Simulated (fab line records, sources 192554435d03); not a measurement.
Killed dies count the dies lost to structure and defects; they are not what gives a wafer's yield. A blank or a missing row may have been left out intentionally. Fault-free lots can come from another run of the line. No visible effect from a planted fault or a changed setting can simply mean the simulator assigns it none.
Which of the tools did it? :: flow n5Finfet :: 72 wafers from 24 lots sampled at 4 of the route's 1938 steps

## WHAT EACH GAUGE READ, for each wafer
N5_WELL_APT_OVL_MEAS_26.
lot: L074
measured: day 1 15:04
on: overlay-02
PWELL_OVL (nm): -1 -6 -2

lot: L075
measured: day 1 21:21
on: overlay-01
PWELL_OVL (nm): -6 -9 -6

lot: L076
measured: day 2 03:07
on: overlay-01
PWELL_OVL (nm): -1 -5 7

lot: L077
measured: day 2 09:05
on: overlay-02
PWELL_OVL (nm): 3 -2 4

lot: L078
measured: day 2 15:07
on: overlay-02
PWELL_OVL (nm): 7 7 1

lot: L079
measured: day 2 21:18
on: overlay-01
PWELL_OVL (nm): 0 1 2

lot: L080
measured: day 3 02:58
on: overlay-01
PWELL_OVL (nm): 1 -5 -1

lot: L081
measured: day 3 08:59
on: overlay-01
PWELL_OVL (nm): 12 11 8

lot: L082
measured: day 3 15:02
on: overlay-02
PWELL_OVL (nm): -2 6 2

lot: L083
measured: day 3 21:15
on: overlay-02
PWELL_OVL (nm): 4 4 6

lot: L084
measured: day 4 03:07
on: overlay-01
PWELL_OVL (nm): 4 -3 1

lot: L085
measured: day 4 08:51
on: overlay-02
PWELL_OVL (nm): 5 0 -3

lot: L086
measured: day 4 15:57
on: overlay-02
PWELL_OVL (nm): -3 0 3

lot: L087
measured: day 4 23:25
on: overlay-01
PWELL_OVL (nm): -2 3 -6

lot: L088
measured: day 5 03:11
on: overlay-01
PWELL_OVL (nm): 3 2 5

lot: L089
measured: day 5 09:07
on: overlay-01
PWELL_OVL (nm): 2 -1 -2

lot: L090
measured: day 5 15:01
on: overlay-01
PWELL_OVL (nm): 15 9 7

lot: L091
measured: day 5 21:06
on: overlay-02
PWELL_OVL (nm): 2 1 7

lot: L092
measured: day 6 02:52
on: overlay-02
PWELL_OVL (nm): 8 11 2

lot: L093
measured: day 6 08:52
on: overlay-02
PWELL_OVL (nm): -11 -6 -9

lot: L094
measured: day 6 15:23
on: overlay-01
PWELL_OVL (nm): 6 6 7

lot: L095
measured: day 6 21:08
on: overlay-02
PWELL_OVL (nm): 8 -1 0

lot: L096
measured: day 7 02:50
on: overlay-01
PWELL_OVL (nm): 8 1 3

lot: L097
measured: day 7 09:34
on: overlay-01
PWELL_OVL (nm): 0 -12 -9

N5_PMOS_HMC_CHANNEL_EPI_CD_MEAS_09: target cd 237.4 nm.
lot: L074
measured: day 1 17:34
on: cdSem-03
cdNm (nm): 236.7 237.8 236.0

lot: L075
measured: day 1 23:30
on: cdSem-02
cdNm (nm): 237.1 238.8 237.7

lot: L076
measured: day 2 05:34
on: cdSem-01
cdNm (nm): 236.5 235.7 237.4

lot: L077
measured: day 2 11:16
on: cdSem-02
cdNm (nm): 236.7 238.2 236.7

lot: L078
measured: day 2 17:29
on: cdSem-02
cdNm (nm): 236.3 236.7 236.5

lot: L079
measured: day 2 23:29
on: cdSem-01
cdNm (nm): 238.0 237.3 237.9

lot: L080
measured: day 3 05:30
on: cdSem-01
cdNm (nm): 238.8 237.6 239.1

lot: L081
measured: day 3 11:19
on: cdSem-01
cdNm (nm): 236.9 236.9 238.0

lot: L082
measured: day 3 17:14
on: cdSem-02
cdNm (nm): 235.5 237.6 238.4

lot: L083
measured: day 3 23:23
on: cdSem-03
cdNm (nm): 237.3 237.2 237.4

lot: L084
measured: day 4 05:29
on: cdSem-01
cdNm (nm): 238.4 235.9 237.5

lot: L085
measured: day 4 11:14
on: cdSem-03
cdNm (nm): 236.2 236.6 235.5

lot: L086
measured: day 4 18:05
on: cdSem-03
cdNm (nm): 237.4 238.0 237.9

lot: L087
measured: day 5 01:31
on: cdSem-01
cdNm (nm): 238.3 237.6 237.8

lot: L088
measured: day 5 05:32
on: cdSem-03
cdNm (nm): 238.0 237.6 237.7

lot: L089
measured: day 5 11:26
on: cdSem-01
cdNm (nm): 236.5 238.6 238.3

lot: L090
measured: day 5 17:09
on: cdSem-03
cdNm (nm): 235.0 238.2 237.1

lot: L091
measured: day 5 23:14
on: cdSem-02
cdNm (nm): 237.5 237.8 238.4

lot: L092
measured: day 6 05:13
on: cdSem-02
cdNm (nm): 236.8 236.9 237.9

lot: L093
measured: day 6 11:31
on: cdSem-03
cdNm (nm): 237.0 240.4 237.5

lot: L094
measured: day 6 18:16
on: cdSem-03
cdNm (nm): 238.2 238.1 239.9

lot: L095
measured: day 6 23:10
on: cdSem-02
cdNm (nm): 238.4 237.1 235.8

lot: L096
measured: day 7 04:56
on: cdSem-03
cdNm (nm): 238.8 238.4 239.1

lot: L097
measured: day 7 12:17
on: cdSem-03
cdNm (nm): 238.5 238.4 237.6

N5_PMOS_HMC_CHANNEL_EPI_INSPECT_30: inspects for defects (darkfield).
lot: L074
measured: day 1 20:26
on: defectInspect-01
rawDefectCount: 19 23 16

lot: L075
measured: day 2 02:40
on: defectInspect-01
rawDefectCount: 25 16 29

lot: L076
measured: day 2 08:25
on: defectInspect-01
rawDefectCount: 8 14 23

lot: L077
measured: day 2 14:34
on: defectInspect-02
rawDefectCount: 16 10 19

lot: L078
measured: day 2 20:20
on: defectInspect-01
rawDefectCount: 11 14 18

lot: L079
measured: day 3 02:20
on: defectInspect-02
rawDefectCount: 24 26 11

lot: L080
measured: day 3 08:19
on: defectInspect-02
rawDefectCount: 18 12 10

lot: L081
measured: day 3 14:56
on: defectInspect-02
rawDefectCount: 31 24 30

lot: L082
measured: day 3 20:04
on: defectInspect-02
rawDefectCount: 18 19 23

lot: L083
measured: day 4 02:13
on: defectInspect-02
rawDefectCount: 12 16 19

lot: L084
measured: day 4 08:19
on: defectInspect-02
rawDefectCount: 7 24 28

lot: L085
measured: day 4 14:43
on: defectInspect-01
rawDefectCount: 18 15 9

lot: L086
measured: day 4 22:02
on: defectInspect-01
rawDefectCount: 11 19 19

lot: L087
measured: day 5 04:27
on: defectInspect-01
rawDefectCount: 32 21 24

lot: L088
measured: day 5 08:21
on: defectInspect-01
rawDefectCount: 14 19 14

lot: L089
measured: day 5 14:17
on: defectInspect-01
rawDefectCount: 15 12 10

lot: L090
measured: day 5 20:04
on: defectInspect-02
rawDefectCount: 24 12 12

lot: L091
measured: day 6 02:04
on: defectInspect-01
rawDefectCount: 14 25 21

lot: L092
measured: day 6 08:02
on: defectInspect-01
rawDefectCount: 12 15 17

lot: L093
measured: day 6 15:02
on: defectInspect-02
rawDefectCount: 12 9 12

lot: L094
measured: day 6 21:44
on: defectInspect-02
rawDefectCount: 10 21 17

lot: L095
measured: day 7 02:11
on: defectInspect-02
rawDefectCount: 26 18 10

lot: L096
measured: day 7 07:55
on: defectInspect-01
rawDefectCount: 7 13 19

lot: L097
measured: day 7 15:38
on: defectInspect-01
rawDefectCount: 13 19 15

## WHICH TOOL RAN EACH LOT (tool, then ch and the chambers of the sampled wafers, then the start)
lot: L074
N5_ZERO_LAYER_DESCUM_16: rieDiel-01 ch 0,2, day 1 12:55

lot: L075
N5_ZERO_LAYER_DESCUM_16: rieDiel-06 ch 0,1,3, day 1 19:09

lot: L076
N5_ZERO_LAYER_DESCUM_16: rieDiel-05 ch 0,1, day 2 01:04

lot: L077
N5_ZERO_LAYER_DESCUM_16: rieDiel-06 ch 1,3, day 2 06:48

lot: L078
N5_ZERO_LAYER_DESCUM_16: rieDiel-01 ch 0,3, day 2 13:05

lot: L079
N5_ZERO_LAYER_DESCUM_16: rieDiel-05 ch 0,1, day 2 18:49

lot: L080
N5_ZERO_LAYER_DESCUM_16: rieDiel-05 ch 0,2,3, day 3 00:49

lot: L081
N5_ZERO_LAYER_DESCUM_16: rieDiel-06 ch 0,1,2, day 3 06:42

lot: L082
N5_ZERO_LAYER_DESCUM_16: rieDiel-01 ch 0,2,3, day 3 12:57

lot: L083
N5_ZERO_LAYER_DESCUM_16: rieDiel-06 ch 0,2,3, day 3 18:41

lot: L084
N5_ZERO_LAYER_DESCUM_16: rieDiel-01 ch 0,2,3, day 4 00:48

lot: L085
N5_ZERO_LAYER_DESCUM_16: rieDiel-01 ch 0,1,2, day 4 06:48

lot: L086
N5_ZERO_LAYER_DESCUM_16: rieDiel-01 ch 0,2, day 4 13:38

lot: L087
N5_ZERO_LAYER_DESCUM_16: rieDiel-05 ch 0,1,3, day 4 20:00

lot: L088
N5_ZERO_LAYER_DESCUM_16: rieDiel-06 ch 2,3, day 5 00:48

lot: L089
N5_ZERO_LAYER_DESCUM_16: rieDiel-06 ch 0,3, day 5 06:54

lot: L090
N5_ZERO_LAYER_DESCUM_16: rieDiel-01 ch 0,1, day 5 12:41

lot: L091
N5_ZERO_LAYER_DESCUM_16: rieDiel-01 ch 0,2,3, day 5 18:57

lot: L092
N5_ZERO_LAYER_DESCUM_16: rieDiel-01 ch 0,2,3, day 6 00:41

lot: L093
N5_ZERO_LAYER_DESCUM_16: rieDiel-01 ch 0,3, day 6 06:41

lot: L094
N5_ZERO_LAYER_DESCUM_16: rieDiel-01 ch 0,2, day 6 13:14

lot: L095
N5_ZERO_LAYER_DESCUM_16: rieDiel-01 ch 0,3, day 6 18:59

lot: L096
N5_ZERO_LAYER_DESCUM_16: rieDiel-06 ch 0,1,3, day 7 00:41

lot: L097
N5_ZERO_LAYER_DESCUM_16: rieDiel-06 ch 0,2, day 7 06:58
- N5_ZERO_LAYER_DESCUM_16: chemistry O2, time 7.9 s.

## AS READ BY THE TOOLS THEMSELVES (means over the sampled wafers that have a number; for cases with no such wafer, the mark the record gives instead)
N5_ZERO_LAYER_DESCUM_16.
lot: L074
tool: rieDiel-01
drypumpMotorCurrentA (A): 5.2
oesProductAu (a.u.): 0.82
rfVppV (V): 243.6
showerheadPlenumPTorr (Torr): 2.17
throttleValvePct (%): 20.64

lot: L075
tool: rieDiel-06
drypumpMotorCurrentA (A): 5.7
oesProductAu (a.u.): 0.81
rfVppV (V): 243.8
showerheadPlenumPTorr (Torr): 2.13
throttleValvePct (%): 20.26

lot: L076
tool: rieDiel-05
drypumpMotorCurrentA (A): 6.7
oesProductAu (a.u.): 0.75
rfVppV (V): 242.1
showerheadPlenumPTorr (Torr): 1.99
throttleValvePct (%): 20.56

lot: L077
tool: rieDiel-06
drypumpMotorCurrentA (A): 5.5
oesProductAu (a.u.): 0.77
rfVppV (V): 243.2
showerheadPlenumPTorr (Torr): 2.08
throttleValvePct (%): 20.37

lot: L078
tool: rieDiel-01
drypumpMotorCurrentA (A): 4.8
oesProductAu (a.u.): 0.76
rfVppV (V): 243.9
showerheadPlenumPTorr (Torr): 2.13
throttleValvePct (%): 20.76

lot: L079
tool: rieDiel-05
drypumpMotorCurrentA (A): 6.7
oesProductAu (a.u.): 0.74
rfVppV (V): 241.7
showerheadPlenumPTorr (Torr): 1.99
throttleValvePct (%): 20.57

lot: L080
tool: rieDiel-05
drypumpMotorCurrentA (A): 5.6
oesProductAu (a.u.): 0.71
rfVppV (V): 242.3
showerheadPlenumPTorr (Torr): 2.04
throttleValvePct (%): 20.60

lot: L081
tool: rieDiel-06
drypumpMotorCurrentA (A): 6.1
oesProductAu (a.u.): 0.78
rfVppV (V): 243.6
showerheadPlenumPTorr (Torr): 2.12
throttleValvePct (%): 20.29

lot: L082
tool: rieDiel-01
drypumpMotorCurrentA (A): 5.1
oesProductAu (a.u.): 0.78
rfVppV (V): 243.4
showerheadPlenumPTorr (Torr): 2.14
throttleValvePct (%): 20.72

lot: L083
tool: rieDiel-06
drypumpMotorCurrentA (A): 6.1
oesProductAu (a.u.): 0.78
rfVppV (V): 243.8
showerheadPlenumPTorr (Torr): 2.12
throttleValvePct (%): 20.24

lot: L084
tool: rieDiel-01
drypumpMotorCurrentA (A): 5.1
oesProductAu (a.u.): 0.78
rfVppV (V): 242.6
showerheadPlenumPTorr (Torr): 2.13
throttleValvePct (%): 20.71

lot: L085
tool: rieDiel-01
drypumpMotorCurrentA (A): 5.3
oesProductAu (a.u.): 0.77
rfVppV (V): 244.3
showerheadPlenumPTorr (Torr): 2.15
throttleValvePct (%): 20.53

lot: L086
tool: rieDiel-01
drypumpMotorCurrentA (A): 5.2
oesProductAu (a.u.): 0.80
rfVppV (V): 243.9
showerheadPlenumPTorr (Torr): 2.16
throttleValvePct (%): 20.68

lot: L087
tool: rieDiel-05
drypumpMotorCurrentA (A): 6.1
oesProductAu (a.u.): 0.71
rfVppV (V): 241.8
showerheadPlenumPTorr (Torr): 1.99
throttleValvePct (%): 20.63

lot: L088
tool: rieDiel-06
drypumpMotorCurrentA (A): 6.1
oesProductAu (a.u.): 0.71
rfVppV (V): 243.1
showerheadPlenumPTorr (Torr): 2.06
throttleValvePct (%): 20.36

lot: L089
tool: rieDiel-06
drypumpMotorCurrentA (A): 6.1
oesProductAu (a.u.): 0.83
rfVppV (V): 245.5
showerheadPlenumPTorr (Torr): 2.16
throttleValvePct (%): 20.16

lot: L090
tool: rieDiel-01
drypumpMotorCurrentA (A): 5.1
oesProductAu (a.u.): 0.74
rfVppV (V): 244.7
showerheadPlenumPTorr (Torr): 2.16
throttleValvePct (%): 20.40

lot: L091
tool: rieDiel-01
drypumpMotorCurrentA (A): 5.1
oesProductAu (a.u.): 0.77
rfVppV (V): 243.3
showerheadPlenumPTorr (Torr): 2.13
throttleValvePct (%): 20.74

lot: L092
tool: rieDiel-01
drypumpMotorCurrentA (A): 5.1
oesProductAu (a.u.): 0.77
rfVppV (V): 243.0
showerheadPlenumPTorr (Torr): 2.13
throttleValvePct (%): 20.74

lot: L093
tool: rieDiel-01
drypumpMotorCurrentA (A): 4.9
oesProductAu (a.u.): 0.74
rfVppV (V): 242.8
showerheadPlenumPTorr (Torr): 2.12
throttleValvePct (%): 20.80

lot: L094
tool: rieDiel-01
drypumpMotorCurrentA (A): 5.4
oesProductAu (a.u.): 0.78
rfVppV (V): 243.8
showerheadPlenumPTorr (Torr): 2.13
throttleValvePct (%): 20.68

lot: L095
tool: rieDiel-01
drypumpMotorCurrentA (A): 4.9
oesProductAu (a.u.): 0.76
rfVppV (V): 243.8
showerheadPlenumPTorr (Torr): 2.16
throttleValvePct (%): 20.76

lot: L096
tool: rieDiel-06
drypumpMotorCurrentA (A): 5.8
oesProductAu (a.u.): 0.78
rfVppV (V): 244.0
showerheadPlenumPTorr (Torr): 2.12
throttleValvePct (%): 20.31

lot: L097
tool: rieDiel-06
drypumpMotorCurrentA (A): 6.4
oesProductAu (a.u.): 0.92
rfVppV (V): 243.4
showerheadPlenumPTorr (Torr): 2.10
throttleValvePct (%): 20.03

## THE ANSWER, worked out from the rows above alone
Rule: usual is defined by the lots themselves. The widest of any qualifying gaps counts: lots, ordered by their means at a reading, are off when they make up no more than a third of the lots, leave a main group of 4 or more, and stand apart from it by 3 or more times the standard deviation of that group's means. Not used: any main group whose means are identical at the precision the tables above print for the reading. A lot without any number at a reading at which 4 lots or more have one is off too. The other lots that the step has rows for count as sound. Order of review: gauges by route order, followed by the tools' own readings, for which a lot's mean as printed above is used. The first step at which some lot is off is used, and at that step the reading that is off furthest; a lot without a number counts as furthest.
None of the lots is off at any reading shown; this tells nothing.

## WHAT THE SIMULATOR HAD PUT IN
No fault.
